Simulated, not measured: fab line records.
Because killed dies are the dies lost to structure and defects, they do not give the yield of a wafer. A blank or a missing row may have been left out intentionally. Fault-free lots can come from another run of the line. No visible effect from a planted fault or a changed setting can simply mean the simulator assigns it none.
Matching of chambers || flow n5-finfet || N5_BEOL_M10_VIA_ETCH_34 on rie-diel-06 has 4 sister chambers
The step etches SiCOH lowk in C4F6/O2, target depth 184.5 nm, time 69.2 s. 8 wafers are shown with their chamber, then 7 later ones without.

WAFERS PAIRED WITH THEIR CHAMBERS
{"wafer": "L076.1", "chamber": 0, "drypump-motor-current-A (A)": 4.9, "showerhead-plenum-p-Torr (Torr)": 2.76}
{"wafer": "L076.4", "chamber": 3, "drypump-motor-current-A (A)": 5.8, "showerhead-plenum-p-Torr (Torr)": 2.82}
{"wafer": "L081.5", "chamber": 1, "drypump-motor-current-A (A)": 5.2, "showerhead-plenum-p-Torr (Torr)": 2.85}
{"wafer": "L083.2", "chamber": 2, "drypump-motor-current-A (A)": 6.6, "showerhead-plenum-p-Torr (Torr)": 2.92}
{"wafer": "L083.3", "chamber": 1, "drypump-motor-current-A (A)": 5.1, "showerhead-plenum-p-Torr (Torr)": 2.85}
{"wafer": "L083.6", "chamber": 2, "drypump-motor-current-A (A)": 6.6, "showerhead-plenum-p-Torr (Torr)": 2.92}
{"wafer": "L084.1", "chamber": 3, "drypump-motor-current-A (A)": 5.8, "showerhead-plenum-p-Torr (Torr)": 2.81}
{"wafer": "L084.5", "chamber": 0, "drypump-motor-current-A (A)": 4.9, "showerhead-plenum-p-Torr (Torr)": 2.75}

WAFERS WITH NO CHAMBER GIVEN
{"wafer": "L084.6", "drypump-motor-current-A (A)": 5.1, "showerhead-plenum-p-Torr (Torr)": 2.84}
{"wafer": "L090.1", "drypump-motor-current-A (A)": 5.2, "showerhead-plenum-p-Torr (Torr)": 2.84}
{"wafer": "L090.5", "drypump-motor-current-A (A)": 4.9, "showerhead-plenum-p-Torr (Torr)": 2.75}
{"wafer": "L090.6", "drypump-motor-current-A (A)": 5.8, "showerhead-plenum-p-Torr (Torr)": 2.80}
{"wafer": "L093.3", "drypump-motor-current-A (A)": 5.1, "showerhead-plenum-p-Torr (Torr)": 2.84}
{"wafer": "L093.5", "drypump-motor-current-A (A)": 6.6, "showerhead-plenum-p-Torr (Torr)": 2.91}
{"wafer": "L093.6", "drypump-motor-current-A (A)": 4.9, "showerhead-plenum-p-Torr (Torr)": 2.74}

EACH ONE'S CHAMBER
{"wafer": "L084.6", "from the rows above": 1, "in truth": 1}
{"wafer": "L090.1", "from the rows above": 1, "in truth": 1}
{"wafer": "L090.5", "from the rows above": 0, "in truth": 0}
{"wafer": "L090.6", "from the rows above": 3, "in truth": 3}
{"wafer": "L093.3", "from the rows above": 1, "in truth": 1}
{"wafer": "L093.5", "from the rows above": 2, "in truth": 2}
{"wafer": "L093.6", "from the rows above": 0, "in truth": 0}
7 of 7 placed correctly. Number that these rows cannot place: 0. Wrongly placed: 0.
How it was worked out, from the rows above alone: a wafer's distance from a chamber is the root of the sum, over the readings, of the square of ((its reading less the chamber's mean) divided by the reading's scatter). The wafer belongs to the nearest chamber; if the next one is less than 2 further off, it can't be placed. A chamber's mean is the mean of its shown wafers. How the scatter is found: for the shown wafers, subtract from each reading the mean of its chamber, square and add these, divide the total by (wafers less chambers), then take the root.
